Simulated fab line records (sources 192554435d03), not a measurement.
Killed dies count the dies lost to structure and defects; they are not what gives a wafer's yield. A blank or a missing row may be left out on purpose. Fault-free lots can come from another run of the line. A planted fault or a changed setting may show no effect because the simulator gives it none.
8D (eight disciplines) problem report, filled in by code | flow n5-finfet | the parts of the form that need people (team, actions taken, sign-off) are left out

1. THE ISSUE
Wafers without a fault read 83, standard deviation 35; raw-defect-count at N5_SDB_INSPECT_13 reads a mean of 504 on 3 wafers belonging to 2 lots. Measured from the usual mean, that is +12 standard deviations.
The step: inspects for defects (brightfield).
Earliest sighting: wafer L626.3 on defect-inspect-01 at day 4 22:30. The record has a number at this step for 24 wafers belonging to 8 lots. The rule behind "out" and "out of limits": a value lying over 4 standard deviations away from the usual mean. The rest of the wafers with a number are treated as sound.

2. WHAT IT IS, AND WHAT IT ISN'T
question                    | is                                   | is not
which readings at this step | raw-defect-count                     | -
which lots                  | L626, L628                           | L629, L634, L640, L641, L642, L643
which wafers of those lots  | L626.3, L626.6, L628.1               | L626.2, L628.3, L628.4
read on which gauges        | defect-inspect-01, defect-inspect-02 | -
when                        | from day 4 22:30                     | up to then (1 sound wafer); but 20 sound wafers of L628, L629, L634, L640, L641, L642, L643 came after

3. SUSPECTS, AND WHAT RULES EACH OUT
Counting: any tool at a process step up to the reading remains a suspect provided it ran every lot that is out. Sound lots after the first of them don't rule it out here, since some wafers of a struck lot are sound.
- the gauge at N5_SDB_INSPECT_13 has been ruled out. Those wafers that are out were read across 2 gauges (defect-inspect-01, defect-inspect-02).
- cmp-02 at N5_ILD0_CMP_03 (polishes, stops on SiNx, t overpolish 1.9 s, target thk 197.38 nm): kept. It ran every lot that is out, first L626 (day 4 18:04).
- pecvd-04 at N5_SDB_HM_DEP_00 (deposits SiNx from SiH4/NH3/N2, target thk 40 nm, time 35.3 s): kept. It ran every lot that is out, first L626 (day 4 21:59).
- At N5_SDB_HM_DEP_00 on pecvd-04, chamber 2 took the sound wafers of the same lots and chamber 0 took the wafers that are out.
Left after counting: cmp-02 at N5_ILD0_CMP_03, pecvd-04 at N5_SDB_HM_DEP_00.

4. THE CAUSE (what the simulator had put in)
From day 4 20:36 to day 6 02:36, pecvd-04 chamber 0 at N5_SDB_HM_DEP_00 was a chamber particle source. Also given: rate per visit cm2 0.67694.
Counting leaves 2 suspects; this tool is one of them.

5. THE EFFECT CHAIN, in route order
Rows list readings where the struck wafers' mean (over those with a number) sits beyond 3 standard deviations from the usual. Only readings for which the record gives a usual standard deviation are gone through. hours: the time from each lot's start at the first step in this table that gives one to its start at this step, as a median over the lots. sigmas: the change in usual standard deviations.
hours | step                    | reading              | usual  | on struck wafers | change | sigmas
0     | N5_SDB_INSPECT_13       | raw-defect-count     | 83     | 504              | +421   | +12
197   | N5_PASSIVATION_PROBE_49 | defect-limited-yield | 91.1 % | 82.4             | -8.7   | -5.8
197   | N5_PASSIVATION_PROBE_49 | killed-at-front-end  | 40     | 140              | +100   | +8.4
197   | N5_PASSIVATION_PROBE_49 | killed-dies          | 106    | 208              | +102   | +6.0
197   | N5_PASSIVATION_PROBE_49 | sort_bin_5_function  | 5.3 %  | 11.4             | +6.1   | +6.4
197   | N5_PASSIVATION_PROBE_49 | sort-n-pass          | 1074   | 972              | -102   | -6.0
197   | N5_PASSIVATION_PROBE_49 | sort-yield-pct       | 91.1 % | 82.4             | -8.7   | -5.8
It contains these process steps:
- N5_PASSIVATION_PROBE_49
Later steps that measure or inspect, where all struck wafers having a row at the step show a number for every such reading and not one has moved that far: N5_BEOL_M4_RC_MEAS_101.

6. HOW IT WOULD HAVE BEEN CAUGHT EARLIER
In this record the first reading out of limits at a measuring or inspecting step was taken at day 4 22:30, 2 hours after the fault began at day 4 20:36.
Tool readings at N5_SDB_HM_DEP_00 with a usual standard deviation given in the record: none out on any struck wafer, hence no alarm at a limit of 4 standard deviations on them.
Among the 2 lots that are out, L628 began N5_SDB_HM_DEP_00 on pecvd-04 after day 4 22:30. It would have been spared by a hold on the tool at that moment.
